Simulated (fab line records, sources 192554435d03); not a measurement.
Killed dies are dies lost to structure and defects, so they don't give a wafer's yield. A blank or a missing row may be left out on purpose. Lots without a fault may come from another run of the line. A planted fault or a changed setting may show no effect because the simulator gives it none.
fab line records | flow n5_finfet
record lots=5 wafers=15 last_day=17
route steps=1938 shown BEOL_M10@1523 BEOL_M11@1536
lots that met no fault: from a run of the same line without faults
start_h: hours from the record's first day to the start of the lot's first wafer shown | wait_h: hours since the lot's step before | " the same as in the row above | L1.1+2: a row that stands for several wafers | - no value, or no start given | * or withheld: withheld | < > ~ a bound
route shown NAME@n: a module of which the file shows steps, and the number in the route of the first | usual: mean/standard deviation of fault-free wafers | same: alike in all rows | chamber/n: place in a boat | sites: the reading at each site | _std_site: their standard deviation | _edge_site: outer sites' mean less inner sites' | radius_mm: how far each site lies from the wafer's centre | mask NAME#n: copy n | behind: the tool/chamber that last shaped the wafer | hold: why the lot was held/for how many hours/how that ended | device: the transistor (n, p or np) that didn't switch | end of line: the same wafers' tests at the end of the route | a step without rows: its recipe alone | killed: dies lost to structure and defects at the first sort, not the wafer's yield | map: a wafer's dies, x killed, . not, _ none there
set.NAME: the setting as run; set.NAME@STEP: as run at that earlier step | model.NAME: the simulator's own value behind a step, which no gauge read
lots at some steps of the route; a table a step, a row a wafer
services: from which hour (start_h, from the record's first day; less than 0 if before it) a tool's chamber was out of use, for how many hours, and why
## steps
# step N5_BEOL_M10_PRE_CLEAN_45
# recipe gas=H2/He time_s=30 temp_c=250
# usual heater_power_w=342/27
# columns lot.wafer tool chamber start_h wait_h heater_power_w
L079.1 pvd_sputter-01 - 252.36 0.0 333
L079.5 " - " " 318
L079.6 " - " " 298
L083.1 pvd_sputter-03 - 283.00 0.0 372
L083.2 " - " " 356
L083.6 " - " " 377
L084.1 pvd_sputter-02 - 295.80 0.0 344
L084.4 " - " " 362
L084.5 " - " " 326
L091.3 pvd_sputter-02 - 333.68 0.0 344
L091.4 " - " " 339
L091.5 " - " " 356
L093.1 pvd_sputter-03 - 337.19 0.0 382
L093.2 " - " " 301
L093.3 " - " " 370
# step N5_BEOL_M10_ALD_74
# recipe material=TaN target_thk_a=20 temp_c=275 ald_precursor_family=PDMAT ald_co_reactant=NH3 pressure_torr=3 carrier_flow_sccm=1500 pulse_time_s=2 purge_time_s=3 co_reactant_purge_time_s=2 co_reactant_pulse_time_s=3 ald_cycles=40 precursor_vessel_temp_c=75 precursor_vessel_pressure_torr=26.25 precursor_vessel_carrier_sccm=1000
# usual heater_power_w=433/38 precursor_vessel_temp_c=75.00/0.12
# same co_reactant_pulse_time_s=3
# columns lot.wafer tool chamber start_h wait_h heater_power_w precursor_vessel_temp_c
L079.1 ald_metal-04 3 252.47 0.1 521 74.98
L079.5 " 3 " " 516 74.71
L079.6 " 0 " " 438 74.93
L083.1 ald_metal-01 2 283.06 0.0 384 74.89
L083.2 " 1 " " 418 75.13
L083.6 " 1 " " 418 75.22
L084.1 ald_metal-01 1 295.86 0.0 422 74.96
L084.4 " 2 " " 381 75.00
L084.5 " 2 " " 379 75.02
L091.3 ald_metal-04 1 333.74 0.0 447 74.91
L091.4 " 2 " " 452 75.01
L091.5 " 3 " " 522 75.11
L093.1 ald_metal-04 0 337.25 0.0 443 75.04
L093.2 " 1 " " 455 74.89
L093.3 " 2 " " 453 75.01
# step N5_BEOL_M10_SURFACE_TREAT_76
# recipe gas=Ar time_s=* ion_energy_ev=* ion_current_ma_cm2=0.5 pressure_mtorr=* ar_flow_sccm=30
# usual throttle_valve_pct=*
# columns lot.wafer tool chamber start_h wait_h throttle_valve_pct
L079.1 pvd_sputter-01 - 252.80 0.2 *
L079.5 " - " " *
L079.6 " - " " *
L083.1 pvd_sputter-03 - 283.36 0.2 *
L083.2 " - " " *
L083.6 " - " " *
L084.1 pvd_sputter-01 - 296.21 0.2 *
L084.4 " - " " *
L084.5 " - " " *
L091.3 pvd_sputter-02 - 334.12 0.2 *
L091.4 " - " " *
L091.5 " - " " *
L093.1 pvd_sputter-01 - 337.92 0.5 *
L093.2 " - " " *
L093.3 " - " " *
# step N5_BEOL_M10_CVD_75
# recipe material=Co target_thk_a=20 temp_c=withheld precursor=CCTBA/H2 pressure_torr=30 time_s=138.9
# columns lot.wafer tool chamber start_h wait_h
L079.1+5+6 cvd_co-02 2,1,2 252.88 0.1
L083.1+2+6 cvd_co-02 2,1,1 283.65 0.3
L084.1+4+5 cvd_co-02 1,1,0 296.33 0.1
L091.3+4+5 cvd_co-01 2,0,2 334.23 0.1
L093.1+2+3 cvd_co-01 2,0,2 338.05 0.1
# step N5_BEOL_M10_SPUTTER_48
# recipe material=Cu target_thk_a=120 temp_c=-20 bias_v=60 power_w=26000 chamber_pressure_pa=0.13 time_s=2
# usual throttle_valve_pct=29.9/1
# columns lot.wafer tool chamber start_h wait_h throttle_valve_pct
L079.1 pvd_sputter-01 - 253.16 0.2 30.3
L079.5 " - " " 28.8
L079.6 " - " " 30.5
L083.1 pvd_sputter-01 - 284.48 0.8 30.4
L083.2 " - " " 30.5
L083.6 " - " " 28.8
L084.1 pvd_sputter-01 - 296.47 0.1 28.7
L084.4 " - " " 29.1
L084.5 " - " " 29.0
L091.3 pvd_sputter-03 - 334.39 0.1 29.4
L091.4 " - " " 30.0
L091.5 " - " " 30.2
L093.1 pvd_sputter-02 - 338.34 0.2 29.7
L093.2 " - " " 29.9
L093.3 " - " " 32.8
# step N5_BEOL_M10_ECD_50
# recipe material=Cu target_thk_a=3180
# columns lot.wafer tool chamber start_h wait_h
L079.1+5+6 ecd_cu-01 0,1,0 253.28 0.1
L083.1+2+6 ecd_cu-02 1,0,1 284.59 0.1
L084.1+4+5 ecd_cu-01 1 296.59 0.1
L091.3+4+5 ecd_cu-02 1,0,0 334.54 0.1
L093.1+2+3 ecd_cu-01 1,0,0 338.46 0.1
# step N5_BEOL_M10_ANNEAL_51
# recipe temp_c=225 time_s=90 ambient=N2
# usual wafer_temp_C_max=225.66/0.23
# columns lot.wafer tool chamber start_h wait_h wafer_temp_C_max
L079.1 rtp_anneal-02 0 253.39 0.1 225.41
L079.5 " 0 " " 225.55
L079.6 " 0 " " 225.42
L083.1 rtp_anneal-02 0 284.70 0.1 225.55
L083.2 " 0 " " 225.93
L083.6 " 0 " " 225.80
L084.1 rtp_anneal-02 0 296.70 0.1 225.41
L084.4 " 0 " " 225.76
L084.5 " 0 " " 225.73
L091.3 rtp_anneal-02 0 334.76 0.2 225.56
L091.4 " 0 " " 225.94
L091.5 " 0 " " 225.58
L093.1 rtp_anneal-02 0 338.57 0.1 225.72
L093.2 " 0 " " 225.72
L093.3 " 0 " " 225.73
# step N5_BEOL_M10_CMP_52
# recipe stop_on=SiCOH_lowk t_overpolish_s=7 down_force_psi=1 platen_rpm=50 clearing_platen_down_force_psi=1.5 clearing_platen_rpm=50 post_cmp_clean=cu_alkaline target_thk_nm=140 clearing_platen_pad_velocity_m_s=0.99484 pad_velocity_m_s=0.99484
# usual barrier_field_endpoint_s=29.2/0.7 motor_current_A=6.2/0.83 overpolish_run_s=6.999/0.0088 pad_life_wafers=956/660 slurry_flow_ml_min=150.0/0.45 time_to_endpoint_s=67/3.4
# columns lot.wafer tool chamber start_h wait_h barrier_field_endpoint_s motor_current_A overpolish_run_s pad_life_wafers slurry_flow_ml_min time_to_endpoint_s
L079.1 cmp-01 0 253.96 0.5 28.8 7.8 7.001 1716 149.7 70
L079.6 " 0 " " 31.4 7.9 6.988 - 150.1 76
L079.5 " 1 " " 29.2 6.0 6.994 - 149.7 72
L083.2 cmp-04 1 285.01 0.2 28.3 5.9 6.980 744 150.0 67
L083.1 " 3 " " 28.1 7.5 6.985 746 149.9 63
L083.6 " 1 " " 27.9 6.4 7.003 - 150.6 65
L084.1 cmp-04 0 297.04 0.3 29.0 6.3 7.000 841 150.3 67
L084.4 " 1 " " 28.7 6.4 6.994 842 150.0 66
L084.5 " 3 " " 27.9 8.0 7.003 - 150.0 59
L091.3 cmp-04 0 335.02 0.2 28.7 6.4 7.002 1111 150.4 64
L091.4 " 1 " " 29.3 6.2 7.004 1112 150.3 62
L091.5 " 0 " " 29.2 6.2 6.994 - 150.4 67
L093.2 cmp-02 1 338.86 0.2 28.4 5.3 6.995 264 149.8 67
L093.3 " 2 " " 29.9 5.5 6.996 265 149.5 70
L093.1 " 0 " " 29.4 6.2 7.002 267 150.5 67
# step N5_BEOL_M10_THK_MEAS_53
# recipe thk_meas_gauge=xrf reads=Cu_of_BEOL_M10_ECD_50
# usual M10_THK=140/3.1
# columns lot.wafer tool chamber start_h wait_h M10_THK[nm]
L079.1 film_metro-02 - 254.25 - 144
L079.5 " - " " 139
L079.6 " - " " 142
L083.1 film_metro-02 - 285.31 - 134
L083.2 " - " " 139
L083.6 " - " " 143
L084.1 film_metro-02 - 297.29 - 143
L084.4 " - " " 138
L084.5 " - " " 136
L091.3 film_metro-02 - 335.28 - 141
L091.4 " - " " 137
L091.5 " - " " 138
L093.1 film_metro-02 - 339.16 - 138
L093.2 " - " " 139
L093.3 " - " " 143
# step N5_BEOL_M10_PRE_CLEAN_55
# recipe gas=NH3 time_s=15 temp_c=withheld rf_power_w=300
# columns lot.wafer tool chamber start_h wait_h
L079.1+5+6 pecvd-02 2,2,1 254.29 0.0
L083.1+2+6 pecvd-04 0,1,1 285.35 0.0
L084.1+4+5 pecvd-04 0,0,1 297.33 0.0
L091.3+4+5 pecvd-04 2,1,2 335.31 0.0
L093.1+2+3 pecvd-04 0,1,2 339.20 0.0
# step N5_BEOL_M10_DEP_56
# recipe material=SiCN target_thk_a=150 temp_c=withheld precursor=3MS/NH3 pressure_torr=3 rf_w=202 time_s=26.5
# usual showerhead_plenum_p_Torr=3.666/0.014 throttle_valve_pct=9.3/0.82
# columns lot.wafer tool chamber start_h wait_h showerhead_plenum_p_Torr throttle_valve_pct
L079.1 pecvd-02 2 254.32 0.0 3.658 8.4
L079.5 " 2 " " 3.671 8.8
L079.6 " 1 " " 3.643 9.4
L083.1 pecvd-04 0 285.38 0.0 3.679 9.9
L083.2 " 1 " " 3.681 10.0
L083.6 " 1 " " 3.680 10.0
L084.1 pecvd-04 0 297.37 0.0 3.671 10.3
L084.4 " 0 " " 3.680 9.9
L084.5 " 1 " " 3.674 10.3
L091.3 pecvd-04 2 335.34 0.0 3.652 8.0
L091.4 " 1 " " 3.682 10.3
L091.5 " 2 " " 3.652 8.0
L093.1 pecvd-04 0 339.22 0.0 3.677 10.3
L093.2 " 1 " " 3.677 10.0
L093.3 " 2 " " 3.667 8.2
# step N5_BEOL_M10_RS_MEAS_57
# recipe thk_meas_gauge=four-point-probe reads=Cu_of_BEOL_M10_ECD_50+Co_of_BEOL_M10_CVD_75+TaN_of_BEOL_M10_ALD_74
# usual M10_RS=0.151/0.0034
# columns lot.wafer tool chamber start_h wait_h M10_RS[ohm/sq]
L079.1 film_metro-01 - 254.39 0.1 0.146
L079.5 " - " " 0.151
L079.6 " - " " 0.149
L083.1 film_metro-02 - 285.48 0.1 0.157
L083.2 " - " " 0.151
L083.6 " - " " 0.147
L084.1 film_metro-01 - 297.46 0.1 0.148
L084.4 " - " " 0.154
L084.5 " - " " 0.157
L091.3 film_metro-01 - 335.41 0.1 0.150
L091.4 " - " " 0.156
L091.5 " - " " 0.154
L093.1 film_metro-02 - 339.29 0.1 0.155
L093.2 " - " " 0.153
L093.3 " - " " 0.149
# step N5_BEOL_M10_INSPECT_58
# recipe inspect_instrument=darkfield mode=post_dep
# usual raw_defect_count=66/23
# columns lot.wafer tool chamber start_h wait_h raw_defect_count
L079.1 defect_inspect-01 - 254.41 0.0 113
L079.5 " - " " 67
L079.6 " - " " 126
L083.1 defect_inspect-02 - 285.50 0.0 50
L083.2 " - " " 63
L083.6 " - " " 58
L084.1 defect_inspect-01 - 297.49 0.0 66
L084.4 " - " " 77
L084.5 " - " " 72
L091.3 defect_inspect-01 - 335.44 0.0 31
L091.4 " - " " 74
L091.5 " - " " 55
L093.1 defect_inspect-02 - 339.32 0.0 78
L093.2 " - " " 91
L093.3 " - " " 63
# step N5_BEOL_M11_ILD_DEP_00
# recipe material=SiCOH_lowk target_thk_a=3085.1 temp_c=300 precursor=DEMS/porogen pressure_torr=5 rf_w=500 time_s=58
# usual heater_power_w=294/51 showerhead_plenum_p_Torr=5.752/0.016 throttle_valve_pct=14.0/1.1
# columns lot.wafer tool chamber start_h wait_h heater_power_w showerhead_plenum_p_Torr throttle_valve_pct
L079.1 pecvd-03 0 254.45 0.0 269 5.760 13.9
L079.5 " 1 " " 343 5.763 14.2
L079.6 " 0 " " 287 5.753 13.4
L083.1 pecvd-03 0 285.54 0.0 271 5.755 13.3
L083.2 " 1 " " 396 5.786 14.2
L083.6 " 0 " " 279 5.753 13.7
L084.1 pecvd-03 1 297.52 0.0 374 5.766 14.4
L084.4 " 0 " " 262 5.753 13.8
L084.5 " 1 " " 378 5.759 14.4
L091.3 pecvd-04 0 335.47 0.0 273 5.748 15.2
L091.4 " 1 " " 267 5.752 15.6
L091.5 " 0 " " 280 5.740 15.3
L093.1 pecvd-03 1 339.36 0.0 346 5.749 14.4
L093.2 " 2 " " 312 5.763 14.0
L093.3 " 0 " " 283 5.764 13.8
# step N5_BEOL_M11_CURE_71
# recipe temp_c=385 time_s=240 ambient=He/Ar material=SiCOH_lowk
# usual lamp_power_pct=52.32/0.054 wafer_temp_C_max=386.8/0.5
# columns lot.wafer tool chamber start_h wait_h lamp_power_pct wafer_temp_C_max
L079.1 uv_cure-02 1 254.56 0.1 52.30 388.0
L079.5 " 1 " " 52.34 387.3
L079.6 " 1 " " 52.32 387.6
L083.1 uv_cure-01 2 285.62 0.0 52.36 386.7
L083.2 " 2 " " 52.33 386.4
L083.6 " 2 " " 52.38 386.7
L084.1 uv_cure-01 2 297.60 0.0 52.31 386.3
L084.4 " 2 " " 52.25 386.4
L084.5 " 2 " " 52.34 386.5
L091.3 uv_cure-03 2 335.71 0.2 52.29 386.8
L091.4 " 2 " " 52.32 387.8
L091.5 " 2 " " 52.36 387.1
L093.1 uv_cure-02 1 339.43 0.0 52.42 387.0
L093.2 " 1 " " 52.39 387.0
L093.3 " 1 " " 52.32 387.8
# step N5_BEOL_M11_THK_MEAS_01
# recipe reads=SiCOH_lowk_of_BEOL_M11_ILD_DEP_00
# usual M11_ILD_THK=267/3.7
# columns lot.wafer tool chamber start_h wait_h M11_ILD_THK[nm]
L079.1 film_metro-02 - 255.08 0.4 274
L079.5 " - " " 268
L079.6 " - " " 278
L083.1 film_metro-01 - 286.13 0.4 270
L083.2 " - " " 268
L083.6 " - " " 275
L084.1 film_metro-01 - 298.11 0.4 262
L084.4 " - " " 272
L084.5 " - " " 269
L091.3 film_metro-01 - 336.08 0.3 266
L091.4 " - " " 268
L091.5 " - " " 271
L093.1 film_metro-01 - 339.95 0.4 262
L093.2 " - " " 260
L093.3 " - " " 267
# step N5_BEOL_M11_PECVD_70
# recipe material=SiO2 target_thk_a=200 temp_c=400 precursor=TEOS/O2 pressure_torr=5.5 rf_w=450 teos_flow_sccm=53.8 gas=O2 flow_sccm=3000 time_s=22.7
# usual heater_power_w=695/95 showerhead_plenum_p_Torr=8.84/0.069 throttle_valve_pct=22.6/1.8
# columns lot.wafer tool chamber start_h wait_h heater_power_w showerhead_plenum_p_Torr throttle_valve_pct
L079.1 pecvd-01 1 255.11 0.0 711 8.92 25.2
L079.5 " 2 " " 790 8.83 20.9
L079.6 " 0 " " 569 8.71 20.4
L083.1 pecvd-01 0 286.17 0.0 607 8.71 20.7
L083.2 " 2 " " 794 8.82 20.7
L083.6 " 0 " " 602 8.70 20.8
L084.1 pecvd-04 1 298.15 0.0 662 8.84 25.0
L084.4 " 0 " " 562 8.81 24.4
L084.5 " 1 " " 686 8.84 25.1
L091.3 pecvd-03 0 336.11 0.0 629 8.87 21.9
L091.4 " 1 " " 849 8.93 22.8
L091.5 " 2 " " 748 8.86 22.4
L093.1 pecvd-01 1 339.98 0.0 622 8.89 25.3
L093.2 " 2 " " 875 8.82 20.8
L093.3 " 0 " " 566 8.71 20.7
# step N5_BEOL_M11_HM_DEP_02
# recipe material=TiN target_thk_a=200 temp_c=25 chamber_pressure_pa=0.49996
# usual throttle_valve_pct=29.9/1.1
# columns lot.wafer tool chamber start_h wait_h throttle_valve_pct
L079.1 pvd_sputter-02 - 255.45 0.3 29.6
L079.5 " - " " 29.5
L079.6 " - " " 29.8
L083.1 pvd_sputter-03 - 287.91 1.7 29.2
L083.2 " - " " 28.7
L083.6 " - " " 30.7
L084.1 pvd_sputter-03 - 299.02 0.9 29.4
L084.4 " - " " 30.9
L084.5 " - " " 31.0
L091.3 pvd_sputter-03 - 336.77 0.6 30.0
L091.4 " - " " 29.1
L091.5 " - " " 30.6
L093.1 pvd_sputter-03 - 340.95 1.0 29.1
L093.2 " - " " 30.7
L093.3 " - " " 30.2
# step N5_BEOL_M11_COAT_59
# recipe resist=SOC temp_c=250 time_s=60 spin_rpm=1500 resist_thk_nm=100
# columns lot.wafer tool chamber start_h wait_h
L079.1+5+6 litho_track-05 0 255.57 0.1
L083.1+2+6 litho_track-02 0 288.03 0.1
L084.1+4+5 litho_track-01 0 299.15 0.1
L091.3+4+5 litho_track-01 0 336.90 0.1
L093.1+2+3 litho_track-05 0 341.08 0.1
# step N5_BEOL_M11_COAT_60
# recipe resist=SiARC temp_c=220 time_s=60 spin_rpm=1500 resist_thk_nm=30
# columns lot.wafer tool chamber start_h wait_h
L079.1+5+6 litho_track-05 0 - -
L083.1+2+6 litho_track-02 0 - -
L084.1+4+5 litho_track-01 0 - -
L091.3+4+5 litho_track-01 0 - -
L093.1+2+3 litho_track-05 0 - -
# step N5_BEOL_M11_COAT_05
# recipe resist=CAR-ArF spin_rpm=1500 resist_thk_nm=90
# columns lot.wafer tool chamber start_h wait_h
L079.1+5+6 litho_track-05 0 - -
L083.1+2+6 litho_track-02 0 - -
L084.1+4+5 litho_track-01 0 - -
L091.3+4+5 litho_track-01 0 - -
L093.1+2+3 litho_track-05 0 - -
# step N5_BEOL_M11_EBR_07
# recipe solvent=PGMEA ebr_width_mm=1.5
# columns lot.wafer tool chamber start_h wait_h
L079.1+5+6 litho_track-05 0 - -
L083.1+2+6 litho_track-02 0 - -
L084.1+4+5 litho_track-01 0 - -
L091.3+4+5 litho_track-01 0 - -
L093.1+2+3 litho_track-05 0 - -
# step N5_BEOL_M11_SOFTBAKE_06
# recipe temp_c=110 time_s=60 resist=CAR-ArF
# columns lot.wafer tool chamber start_h wait_h
L079.1+5+6 litho_track-05 0 - -
L083.1+2+6 litho_track-02 0 - -
L084.1+4+5 litho_track-01 0 - -
L091.3+4+5 litho_track-01 0 - -
L093.1+2+3 litho_track-05 0 - -
# step N5_BEOL_M11_EXPOSE_08
# recipe mask_id=M11 na=1.35 source_shape=dipole sigma_inner=0.411 sigma_outer=0.611 polarization=te dose_mj=53.75
# usual exposure_dose_mJ_cm2=53.74/0.054 focus_offset_nm=-0.1/0.44
# same na=1.35 sigma_outer=0.611
# columns lot.wafer tool chamber start_h wait_h mask exposure_dose_mJ_cm2 focus_offset_nm
L079.1 arfi_scanner-01 0 255.81 - M11#0 53.71 -0.2
L079.5 " 0 " " M11#0 53.65 -0.3
L079.6 " 0 " " M11#0 53.69 0.7
L083.1 arfi_scanner-01 0 288.28 - M11#0 53.77 0.2
L083.2 " 0 " " M11#0 53.76 -0.1
L083.6 " 0 " " M11#0 53.69 -1.2
L084.1 arfi_scanner-02 0 299.47 - M11#0 53.73 -0.1
L084.4 " 0 " " M11#0 53.75 -0.1
L084.5 " 0 " " M11#0 53.76 -0.9
L091.3 arfi_scanner-03 0 337.16 - M11#0 53.83 0.5
L091.4 " 0 " " M11#0 53.81 -0.4
L091.5 " 0 " " M11#0 53.84 0.4
L093.1 arfi_scanner-03 0 341.32 - M11#0 53.68 -0.6
L093.2 " 0 " " M11#0 53.81 -0.5
L093.3 " 0 " " M11#0 53.68 0.3
# step N5_BEOL_M11_PEB_09
# recipe peb_temp_c=withheld peb_time_s=60 resist=CAR-ArF
# columns lot.wafer tool chamber start_h wait_h
L079.1+5+6 litho_track-05 0 255.87 0.1
L083.1+2+6 litho_track-01 0 288.34 0.1
L084.1+4+5 litho_track-02 0 299.53 0.1
L091.3+4+5 litho_track-02 0 337.20 0.0
L093.1+2+3 litho_track-01 0 341.38 0.1
# step N5_BEOL_M11_DEVELOP_10
# recipe develop_time_s=30 developer=TMAH resist=CAR-ArF rinse_liquid=diw dry=air_spin dev_temp_c=23
# columns lot.wafer tool chamber start_h wait_h
L079.1+5+6 litho_track-05 0 - -
L083.1+2+6 litho_track-01 0 - -
L084.1+4+5 litho_track-02 0 - -
L091.3+4+5 litho_track-02 0 - -
L093.1+2+3 litho_track-01 0 - -
# step N5_BEOL_M11_CD_MEAS_11
# recipe target_cd_nm=64.1 landing_energy_ev=500 detector=se_inlens polarity=opening
# usual cd_nm=64.1/0.55
# columns lot.wafer tool chamber start_h wait_h cd_nm
L079.1 cd_sem-03 0 255.94 - 63.7
L079.5 " 0 " " 63.5
L079.6 " 0 " " 64.5
L083.1 cd_sem-03 0 288.41 - 64.4
L083.2 " 0 " " 64.5
L083.6 " 0 " " 64.6
L084.1 cd_sem-03 0 299.59 - 64.5
L084.4 " 0 " " 65.2
L084.5 " 0 " " 64.8
L091.3 cd_sem-03 0 337.27 - 64.2
L091.4 " 0 " " 64.1
L091.5 " 0 " " 64.1
L093.1 cd_sem-03 0 341.45 - 64.1
L093.2 " 0 " " 63.2
L093.3 " 0 " " 63.3
# step N5_BEOL_M11_OVL_MEAS_12
# recipe points_per_wafer=44
# usual M11_OVL=-0.3/0.69
# columns lot.wafer tool chamber start_h wait_h M11_OVL[nm]
L079.1 overlay-01 0 255.97 0.0 -1.0
L079.5 " 0 " " -1.1
L079.6 " 0 " " -0.7
L083.1 overlay-02 0 288.44 0.0 -0.8
L083.2 " 0 " " -0.2
L083.6 " 0 " " -0.2
L084.1 overlay-01 0 299.63 0.0 -0.7
L084.4 " 0 " " 0.4
L084.5 " 0 " " -0.6
L091.3 overlay-02 0 337.30 0.0 -0.8
L091.4 " 0 " " -0.9
L091.5 " 0 " " -1.0
L093.1 overlay-01 0 341.48 0.0 0.4
L093.2 " 0 " " -0.5
L093.3 " 0 " " -0.1
# step N5_BEOL_M11_INSPECT_13
# recipe mode=adi inspect_instrument=brightfield
# usual raw_defect_count=417/91
# columns lot.wafer tool chamber start_h wait_h raw_defect_count
L079.1 defect_inspect-01 - 255.99 0.0 569
L079.5 " - " " 489
L079.6 " - " " 527
L083.1 defect_inspect-02 - 288.46 0.0 432
L083.2 " - " " 460
L083.6 " - " " 534
L084.1 defect_inspect-02 - 299.65 0.0 474
L084.4 " - " " 429
L084.5 " - " " 449
L091.3 defect_inspect-02 - 337.32 0.0 331
L091.4 " - " " 530
L091.5 " - " " 322
L093.1 defect_inspect-02 - 341.50 0.0 437
L093.2 " - " " 455
L093.3 " - " " 391
# step N5_BEOL_M11_DESCUM_16
# recipe chemistry=O2 time_s=7.9 source_power_w=50 bias_power_w=20 pressure_mtorr=20 rf_frequency_hz=2.712e+07 temp_c=40 resist=CAR-ArF o2_flow_sccm=225
# usual drypump_motor_current_A=5.7/0.45 oes_product_au=0.80/0.091 rf_vpp_V=243.4/1.3 showerhead_plenum_p_Torr=2.11/0.07 throttle_valve_pct=20.43/0.21
# columns lot.wafer tool chamber start_h wait_h drypump_motor_current_A oes_product_au rf_hours_counter_h rf_vpp_V showerhead_plenum_p_Torr throttle_valve_pct
L079.1 rie_diel-02 2 256.13 0.1 6.1 0.92 18 243.2 2.13 20.24
L079.5 " 0 " " 6.5 0.88 - 243.9 2.14 20.47
L079.6 " 1 " " 5.4 0.71 - 244.4 2.15 20.70
L083.1 rie_diel-02 0 288.50 0.0 6.5 0.86 48 243.6 2.14 20.48
L083.2 " 3 " " 5.5 0.81 97 243.4 2.11 20.34
L083.6 " 0 " " 6.5 0.85 - 243.4 2.14 20.47
L084.1 rie_diel-06 3 299.68 0.0 5.2 0.92 23 245.3 2.23 20.53
L084.4 " 1 " " 6.0 0.82 - 241.3 2.02 20.00
L084.5 " 0 " " 5.1 0.67 - 241.6 1.97 20.52
L091.3 rie_diel-02 0 337.36 0.0 6.5 0.84 62 242.5 2.13 20.49
L091.4 " 2 " " 6.1 0.89 41 243.6 2.12 20.26
L091.5 " 3 " " 5.6 0.79 - 245.1 2.10 20.37
L093.1 rie_diel-02 0 341.54 0.0 6.5 0.83 64 243.4 2.13 20.50
L093.2 " 2 " " 6.1 0.90 43 245.1 2.12 20.26
L093.3 " 3 " " 5.6 0.80 113 243.2 2.10 20.39
# step N5_BEOL_M11_ETCH_61
# recipe chemistry=CF4 target=SiARC target_depth_a=390 mask_material=CAR-ArF time_s=65 ion_energy_ev=80 pressure_mtorr=40 source_w=545 bias_w=36 Ar_flow_sccm=100 cf4_flow_sccm=100 ends=cleared
# usual drypump_motor_current_A=5.7/0.45 etch_rf_on_time_s=64.1/1.1 oes_product_au=0.69/0.077 rf_vpp_V=184.2/1.1 showerhead_plenum_p_Torr=2.16/0.064 throttle_valve_pct=15.63/0.21
# columns lot.wafer tool chamber start_h wait_h drypump_motor_current_A etch_rf_on_time_s oes_product_au rf_hours_counter_h rf_vpp_V showerhead_plenum_p_Torr throttle_valve_pct
L079.1 rie_diel-02 2 256.16 0.0 6.1 65.0 0.79 18 184.3 2.19 15.42
L079.5 " 0 " " 6.5 63.4 0.76 - 183.8 2.18 15.49
L079.6 " 1 " " 5.4 64.9 0.62 - 186.2 2.20 15.95
L083.1 rie_diel-02 0 288.53 0.0 6.5 62.8 0.74 48 185.3 2.18 15.52
L083.2 " 3 " " 5.5 64.0 0.70 97 184.1 2.16 15.53
L083.6 " 0 " " 6.5 62.7 0.75 - 184.9 2.18 15.51
L084.1 rie_diel-06 3 299.72 0.0 5.2 64.4 0.79 23 184.8 2.28 15.69
L084.4 " 1 " " 6.0 63.0 0.72 - 182.5 2.08 15.29
L084.5 " 0 " " 5.2 66.9 0.58 - 183.9 2.03 15.85
L091.3 rie_diel-02 0 337.39 0.0 6.5 64.0 0.71 63 185.9 2.17 15.56
L091.4 " 2 " " 6.2 64.2 0.76 41 186.0 2.18 15.47
L091.5 " 3 " " 5.5 64.8 0.67 - 184.4 2.16 15.57
L093.1 rie_diel-02 0 341.57 0.0 6.5 62.7 0.72 64 184.5 2.17 15.53
L093.2 " 2 " " 6.1 63.8 0.77 43 185.3 2.18 15.47
L093.3 " 3 " " 5.6 63.3 0.67 113 183.3 2.16 15.58
# step N5_BEOL_M11_ETCH_62
# recipe chemistry=N2/H2 target=SOC target_depth_a=1100 overetch_a=220 mask_material=SiARC temp_c=40 time_s=165 ion_energy_ev=200 pressure_mtorr=30 source_w=840 bias_w=150 n2_flow_sccm=200 h2_flow_sccm=200
# usual drypump_motor_current_A=5.7/0.45 oes_product_au=0.68/0.072 rf_vpp_V=524.5/2.4 showerhead_plenum_p_Torr=2.56/0.086 throttle_valve_pct=17.81/0.26
# columns lot.wafer tool chamber start_h wait_h drypump_motor_current_A oes_product_au rf_hours_counter_h rf_vpp_V showerhead_plenum_p_Torr throttle_valve_pct
L079.1 rie_diel-02 2 256.21 0.0 6.2 0.80 18 525.4 2.59 17.62
L079.5 " 0 " " 6.5 0.74 - 525.0 2.60 17.83
L079.6 " 1 " " 5.4 0.61 - 526.6 2.63 18.24
L083.1 rie_diel-02 0 288.58 0.0 6.5 0.72 48 525.1 2.59 17.82
L083.2 " 3 " " 5.6 0.68 97 525.4 2.55 17.70
L083.6 " 0 " " 6.5 0.72 - 525.5 2.59 17.83
L084.1 rie_diel-06 3 299.77 0.0 5.3 0.79 23 529.2 2.71 17.85
L084.4 " 1 " " 6.1 0.70 - 522.1 2.44 17.27
L084.5 " 0 " " 5.2 0.59 - 520.2 2.41 17.99
L091.3 rie_diel-02 0 337.44 0.0 6.5 0.70 63 526.5 2.59 17.87
L091.4 " 2 " " 6.2 0.76 41 526.0 2.58 17.64
L091.5 " 3 " " 5.5 0.66 - 523.9 2.55 17.73
L093.1 rie_diel-02 0 341.62 0.0 6.5 0.70 64 524.4 2.59 17.85
L093.2 " 2 " " 6.2 0.76 43 525.2 2.58 17.63
L093.3 " 3 " " 5.5 0.67 113 524.7 2.55 17.73
# step N5_BEOL_M11_STRIP_68
# recipe chemistry=N2/H2 temp_c=40 n2_flow_sccm=200 h2_flow_sccm=200 rf_frequency_hz=6e+07
# columns lot.wafer tool chamber start_h wait_h
L079.1+5+6 rie_diel-02 2,0,1 256.35 0.1
L083.1+2+6 rie_diel-02 0,3,0 288.72 0.1
L084.1+4+5 rie_diel-06 3,1,0 299.90 0.1
L091.3+4+5 rie_diel-02 0,2,3 337.58 0.1
L093.1+2+3 rie_diel-02 0,2,3 341.76 0.1
## services
# columns tool chamber start_h hours kind
ald_metal-01 - 233.12 14.6 pm
cmp-02 - 233.94 0.3 repair
pecvd-04 2 242.49 15.4 repair
rie_diel-06 - 243.11 0.3 repair
arfi_scanner-03 - 244.79 1.0 pm
pecvd-03 - 248.82 1.2 repair
cmp-04 - 251.68 0.3 repair
uv_cure-03 - 253.21 24.2 repair
uv_cure-02 - 257.90 22.2 pm
ecd_cu-02 - 265.24 2.1 repair
arfi_scanner-03 - 268.89 1.3 pm
pecvd-04 2 283.45 12.7 repair
uv_cure-01 - 294.40 1.0 pm
pecvd-02 - 295.04 2.8 pm
ald_metal-04 2 298.91 12.9 repair
cmp-04 - 308.40 3.7 repair
pecvd-01 - 316.98 14.6 pm
cmp-04 - 320.72 3.0 repair
arfi_scanner-03 - 327.35 0.7 repair
uv_cure-02 - 329.30 1.0 pm
arfi_scanner-03 - 333.79 0.3 repair
arfi_scanner-01 - 336.79 1.0 pm
cmp-04 - 338.94 4.8 pm
pvd_sputter-02 - 339.95 2.2 repair
## key
fault none
